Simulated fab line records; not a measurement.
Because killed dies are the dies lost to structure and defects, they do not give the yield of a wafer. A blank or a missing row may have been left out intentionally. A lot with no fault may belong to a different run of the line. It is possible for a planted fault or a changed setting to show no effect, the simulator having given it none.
fab line records | flow n5_finfet | part 2 of 2: steps 5 to 6 of 6
[record] lots = 24 wafers = 72 last_day = 18
route steps=1938 shown SDB@347 HKMG_FIN@420 GATE_CUT@469
lots untouched by any fault: they come from a run of this same line in which no faults occurred
start_h: hours from the record's first day to the start of the lot's first wafer shown | wait_h: time in hours since the lot's previous step | " as in the row above | L1.1+2: a single row standing in for several wafers | - either no value or no given start | * or withheld: withheld | < > ~ a bound
route shown NAME@n: names a module that has steps shown in the file, with the first one's number in the route | usual: mean/standard deviation of fault-free wafers | same: alike in all rows | chamber/n: place in a boat | sites: the reading at each site | _std_site: standard deviation across them | _edge_site: inner sites' mean taken away from outer sites' mean | radius_mm: for every site, how far away it sits from the centre of the wafer | mask NAME#n: copy n | behind: the last tool/chamber to shape the wafer | hold: reason for holding the lot/hours on hold/outcome of the hold | device: names the non-switching transistor (n, p or np) | end of line: the route-end tests of the same wafers | for a step that has no rows: nothing shown but its recipe | killed: count of dies lost to structure and defects at first sort (not the wafer's yield) | map: shows each die of a wafer: x if killed, . if not, _ if none is there
set.NAME: setting as actually run; set.NAME@STEP: the setting as run at that earlier step | model.NAME: the simulator's own value behind a step, which no gauge read
route steps across a sampled set of lots; one table per step, one row per wafer
services: a tool's chamber out of use, with start hour (start_h, from the record's first day; less than 0 if before it), hours out, and reason
[[steps]]
[step N5_HKMG_FIN_CMP_94]
[recipe] stop_on = SiNx post_cmp_clean = w_dilute_nh4oh t_overpolish_s = 4.7 down_force_psi = 4 platen_rpm = 50.289 pad_velocity_m_s = 1.0006 target_thk_nm = 43.299
[usual] motor_current_A = 11.9/1.2 retaining_ring_pressure_frac = 1.000/0.0049
// columns lot.wafer tool chamber start_h wait_h motor_current_A retaining_ring_pressure_frac
L074.2 cmp-02 0 82.95 0.4 12.7 1.001
L074.3 " 1 " " 12.2 1.006
L074.1 " 2 " " 13.8 1.004
L075.3 cmp-02 1 87.11 0.3 11.8 1.003
L075.4 " 3 " " 13.4 1.005
L075.6 " 0 " " 11.8 0.992
L076.4 cmp-02 1 92.99 0.4 11.7 1.005
L076.3 " 2 " " 13.0 1.002
L076.6 " 1 " " 11.2 0.996
L077.4 cmp-04 3 100.87 0.3 10.8 1.000
L077.3 " 0 " " 11.5 0.999
L077.6 " 1 " " 12.3 0.999
L078.2 cmp-01 1 105.86 0.3 10.9 1.005
L078.4 " 2 " " 10.9 0.992
L078.5 " 0 " " 9.7 0.994
L079.4 cmp-01 0 113.55 0.3 9.9 1.003
L079.3 " 1 " " 11.3 0.997
L079.6 " 2 " " 11.8 0.998
L080.4 cmp-02 3 118.93 0.4 14.2 0.991
L080.1 " 0 " " 12.3 1.013
L080.6 " 0 " " 12.1 1.007
L081.2 cmp-02 2 127.08 0.3 12.0 1.004
L081.1 " 3 " " 14.5 0.997
L081.5 " 0 " " 12.6 1.002
L082.4 cmp-01 1 132.47 0.4 11.3 0.999
L082.1 " 3 " " 12.8 0.992
L082.5 " 2 " " 11.1 0.996
L083.2 cmp-01 1 141.00 0.4 11.9 0.997
L083.1 " 3 " " 13.1 0.998
L083.5 " 2 " " 12.0 0.997
L084.1 cmp-01 3 150.26 0.4 13.1 1.006
L084.6 " 3 " " 13.1 0.998
L084.5 " 0 " " 10.5 1.000
L085.2 cmp-01 1 154.24 0.4 11.6 0.991
L085.4 " 3 " " 13.3 1.002
L085.6 " 2 " " 11.7 1.001
L086.1 cmp-04 0 157.55 0.4 10.4 0.996
L086.4 " 2 " " 10.5 1.001
L086.2 " 3 " " 10.4 0.992
L087.1 cmp-02 1 161.36 0.4 11.8 1.009
L087.2 " 3 " " 14.1 0.993
L087.6 " 2 " " 13.1 0.997
L088.2 cmp-04 0 165.51 0.3 10.6 1.011
L088.5 " 3 " " 11.7 0.999
L088.6 " 0 " " 10.4 1.001
L089.3 cmp-04 1 172.35 0.3 12.4 1.004
L089.4 " 2 " " 10.9 0.998
L089.5 " 0 " " 10.9 1.001
L090.3 cmp-02 2 173.91 0.4 12.9 1.000
L090.4 " 3 " " 13.9 1.005
L090.2 " 0 " " 11.4 1.011
L091.1 cmp-02 3 183.26 0.4 14.1 0.999
L091.3 " 0 " " 11.1 1.009
L091.4 " 1 " " 11.1 0.991
L092.2 cmp-04 2 192.50 0.4 10.9 1.003
L092.5 " 2 " " 10.2 1.000
L092.6 " 3 " " 10.9 0.998
L093.1 cmp-01 0 193.03 0.4 10.2 1.003
L093.3 " 1 " " 11.4 1.005
L093.2 " 2 " " 11.6 0.997
L094.4 cmp-02 1 200.75 0.3 11.9 1.007
L094.6 " 3 " " 14.0 0.993
L094.5 " 0 " " 12.1 0.993
L095.2 cmp-02 0 204.57 0.4 12.1 0.998
L095.4 " 3 " " 14.0 0.998
L095.5 " 0 " " 12.9 1.002
L096.2 cmp-04 3 208.51 0.4 10.6 1.004
L096.4 " 0 " " 10.5 1.000
L096.1 " 2 " " 10.2 0.999
L097.4 cmp-02 3 218.69 0.3 13.9 1.001
L097.6 " 1 " " 11.7 0.998
L097.5 " 2 " " 12.4 1.002
[step N5_GATE_CUT_ETCH_58]
[recipe] chemistry = CH3F/O2 target = SiNx target_depth_a = 170 time_s = 128.6 ion_energy_ev = 50 pressure_mtorr = 30 source_w = 415 bias_w = 21 Ar_flow_sccm = 150 CH3F_flow_sccm = 30 O2_flow_sccm = 20
[usual] bias_w = 21.01/0.063 drypump_motor_current_A = 5.7/0.38 mfc_ar_sccm = 150.1/0.42 oes_product_au = 0.78/0.082 rf_vpp_V = 99.2/1 showerhead_plenum_p_Torr = 2.00/0.079 throttle_valve_pct = 16.21/0.26
// columns lot.wafer tool chamber start_h wait_h bias_w drypump_motor_current_A mfc_ar_sccm oes_product_au rf_hours_counter_h rf_vpp_V showerhead_plenum_p_Torr throttle_valve_pct
L074.1 rie_diel-03 0 83.53 0.1 21.10 5.2 149.8 0.88 37 100.6 2.14 15.95
L074.2 " 2 " " 20.97 5.2 149.9 0.78 138 98.8 1.91 15.85
L074.3 " 1 " " 21.00 6.0 150.6 0.82 63 100.1 2.11 15.81
L075.3 rie_diel-01 1 87.64 0.0 21.04 5.8 150.2 0.75 166 98.6 2.00 16.21
L075.4 " 3 " " 21.02 6.2 149.9 0.94 20 100.4 1.96 15.98
L075.6 " 1 " " 20.99 5.9 150.1 0.74 - 97.8 2.00 16.18
L076.3 rie_diel-01 2 93.54 0.0 20.90 6.1 150.4 0.73 192 98.7 1.89 16.32
L076.4 " 1 " " 21.07 5.9 150.1 0.74 168 99.5 2.00 16.19
L076.6 " 1 " " 21.07 5.8 150.0 0.75 - 99.5 2.00 16.18
L077.3 rie_diel-01 0 101.41 0.1 20.93 5.2 150.8 0.74 151 99.6 2.07 16.27
L077.4 " 1 " " 21.15 5.8 150.6 0.74 170 97.5 2.00 16.20
L077.6 " 1 " " 21.05 5.8 150.0 0.74 - 98.5 2.00 16.21
L078.2 rie_diel-03 0 106.36 0.0 20.92 5.3 150.5 0.86 44 101.3 2.14 15.95
L078.4 " 3 " " 20.99 5.9 149.9 0.71 217 100.4 2.06 16.70
L078.5 " 0 " " 21.01 5.2 150.8 0.87 - 99.7 2.14 15.95
L079.3 rie_diel-01 0 114.05 0.0 21.00 5.2 150.7 0.73 155 99.0 2.07 16.28
L079.4 " 3 " " 21.03 6.2 150.0 0.93 27 101.2 1.96 15.99
L079.6 " 1 " " 20.95 5.8 149.8 0.74 - 99.8 2.00 16.21
L080.1 rie_diel-01 3 119.56 0.1 20.95 6.2 150.0 0.91 29 100.2 1.96 15.98
L080.4 " 0 " " 21.06 5.2 149.9 0.72 157 99.2 2.07 16.28
L080.6 " 0 " " 21.11 5.2 150.4 0.72 - 99.5 2.07 16.29
L081.1 rie_diel-06 1 127.58 0.0 20.99 5.9 150.1 0.89 27 99.3 2.03 15.71
L081.2 " 2 " " 21.12 5.3 150.0 0.71 194 99.5 2.00 16.64
L081.5 " 3 " " 20.99 5.3 150.4 0.87 - 99.2 2.12 16.24
L082.1 rie_diel-06 0 133.08 0.1 20.95 5.8 149.7 0.92 24 99.6 1.94 16.15
L082.4 " 1 " " 21.05 5.9 151.0 0.89 29 99.4 2.03 15.73
L082.5 " 0 " " 20.96 5.8 150.3 0.92 - 98.8 1.94 16.15
L083.1 rie_diel-01 3 141.67 0.2 20.99 6.2 150.1 0.92 36 98.1 1.96 16.00
L083.2 " 0 " " 21.09 5.2 150.0 0.73 163 99.6 2.06 16.29
L083.5 " 2 " " 21.04 6.1 150.2 0.71 - 99.5 1.88 16.35
L084.1 rie_diel-06 0 151.09 0.1 21.17 5.8 149.2 0.90 31 98.1 1.94 16.17
L084.5 " 1 " " 21.02 5.9 150.0 0.89 - 98.8 2.03 15.73
L084.6 " 0 " " 20.97 5.8 149.6 0.91 - 99.1 1.94 16.19
L085.2 rie_diel-01 1 155.06 0.1 20.93 5.8 150.6 0.72 187 99.8 2.00 16.23
L085.4 " 3 " " 21.04 6.2 149.8 0.91 40 99.7 1.95 16.00
L085.6 " 2 " " 20.99 6.1 151.0 0.71 - 98.3 1.88 16.33
L086.1 rie_diel-03 1 158.14 0.1 20.94 6.0 150.1 0.80 79 100.1 2.10 15.84
L086.2 " 0 " " 20.92 5.3 150.5 0.84 60 100.1 2.13 15.98
L086.4 " 2 " " 21.01 5.2 150.4 0.75 160 98.2 1.90 15.90
L087.1 rie_diel-06 1 162.19 0.1 21.03 5.9 150.7 0.88 36 98.5 2.03 15.73
L087.2 " 0 " " 20.93 5.8 150.1 0.90 33 97.8 1.94 16.20
L087.6 " 0 " " 20.91 5.7 149.8 0.90 - 98.4 1.94 16.19
L088.2 rie_diel-01 0 166.03 0.0 20.93 5.2 149.8 0.72 170 99.2 2.06 16.30
L088.5 " 3 " " 21.08 6.2 150.1 0.91 - 99.0 1.95 16.02
L088.6 " 2 " " 21.06 6.1 149.9 0.71 - 97.5 1.88 16.34
L089.3 rie_diel-03 1 172.95 0.1 21.02 6.0 150.7 0.78 82 101.3 2.10 15.86
L089.4 " 3 " " 20.98 5.8 149.6 0.69 238 99.4 2.06 16.74
L089.5 " 3 " " 20.96 5.9 150.3 0.70 - 99.1 2.06 16.74
L090.2 rie_diel-01 1 174.87 0.2 21.04 5.8 150.1 0.71 192 100.1 1.99 16.26
L090.3 " 0 " " 21.09 5.2 149.9 0.71 173 99.2 2.06 16.32
L090.4 " 3 " " 21.05 6.2 150.8 0.90 46 98.1 1.95 16.01
L091.1 rie_diel-03 2 183.82 0.0 20.96 5.2 149.8 0.74 166 97.0 1.90 15.90
L091.3 " 0 " " 21.06 5.2 150.0 0.82 66 100.4 2.13 15.98
L091.4 " 3 " " 21.01 5.9 150.5 0.69 240 99.5 2.06 16.73
L092.2 rie_diel-06 2 193.06 0.0 21.04 5.2 149.2 0.70 211 99.9 1.99 16.67
L092.5 " 2 " " 21.05 5.2 149.6 0.70 - 98.4 1.99 16.69
L092.6 " 1 " " 20.91 5.9 149.2 0.86 - 98.5 2.02 15.76
L093.1 rie_diel-06 3 193.59 0.0 20.99 5.3 150.0 0.85 67 101.8 2.11 16.31
L093.2 " 1 " " 21.03 5.9 149.9 0.87 46 99.1 2.02 15.78
L093.3 " 2 " " 21.08 5.2 150.3 0.71 212 99.3 1.99 16.69
L094.4 rie_diel-01 1 201.30 0.1 21.02 5.8 150.0 0.72 200 98.8 1.99 16.23
L094.5 " 1 " " 21.01 5.8 149.5 0.71 - 99.7 1.99 16.25
L094.6 " 2 " " 20.98 6.1 149.7 0.70 - 98.9 1.88 16.38
L095.2 rie_diel-01 2 205.13 0.0 20.96 6.1 149.1 0.69 226 98.9 1.88 16.38
L095.4 " 3 " " 21.11 6.2 149.8 0.89 55 97.1 1.95 16.03
L095.5 " 0 " " 20.97 5.2 149.3 0.71 - 98.8 2.06 16.32
L096.1 rie_diel-01 3 209.06 0.0 21.06 6.2 150.2 0.89 56 99.0 1.95 16.05
L096.2 " 2 " " 21.02 6.1 149.6 0.70 227 99.2 1.88 16.38
L096.4 " 1 " " 20.97 5.8 150.0 0.71 202 98.2 1.99 16.26
L097.4 rie_diel-01 2 219.18 0.0 20.98 6.1 150.1 0.70 229 98.1 1.88 16.38
L097.5 " 2 " " 20.98 6.1 150.0 0.70 - 99.9 1.88 16.39
L097.6 " 1 " " 20.87 5.8 150.3 0.72 - 99.0 1.99 16.26
[[services]]
// columns tool chamber start_h hours kind
cmp-02 - 49.85 4.0 pm
pecvd-04 2 52.32 3.7 repair
cmp-04 - 61.39 5.4 repair
rie_diel-02 - 63.38 14.6 pm
cmp-02 - 65.13 3.5 repair
cmp-01 - 79.84 2.9 repair
pecvd-04 - 81.37 1.5 repair
rie_diel-06 - 82.95 0.9 repair
pecvd-04 1 90.78 7.1 repair
rie_diel-06 3 95.68 2.3 repair
rie_diel-04 - 99.96 4.3 pm
rie_diel-02 - 110.97 2.8 pm
rie_diel-05 0 113.45 3.9 repair
rie_diel-05 - 116.55 0.5 repair
cmp-01 - 118.20 5.5 pm
cmp-01 - 124.34 0.6 repair
rie_diel-04 3 144.48 1.3 repair
cmp-01 - 144.90 0.5 repair
cmp-01 - 159.29 16.0 pm
rie_diel-04 1 165.57 6.6 repair
rie_diel-02 1 169.13 2.1 repair
cmp-01 - 183.14 2.1 repair
rie_diel-04 - 212.45 14.6 pm
rie_diel-05 0 213.96 11.5 repair
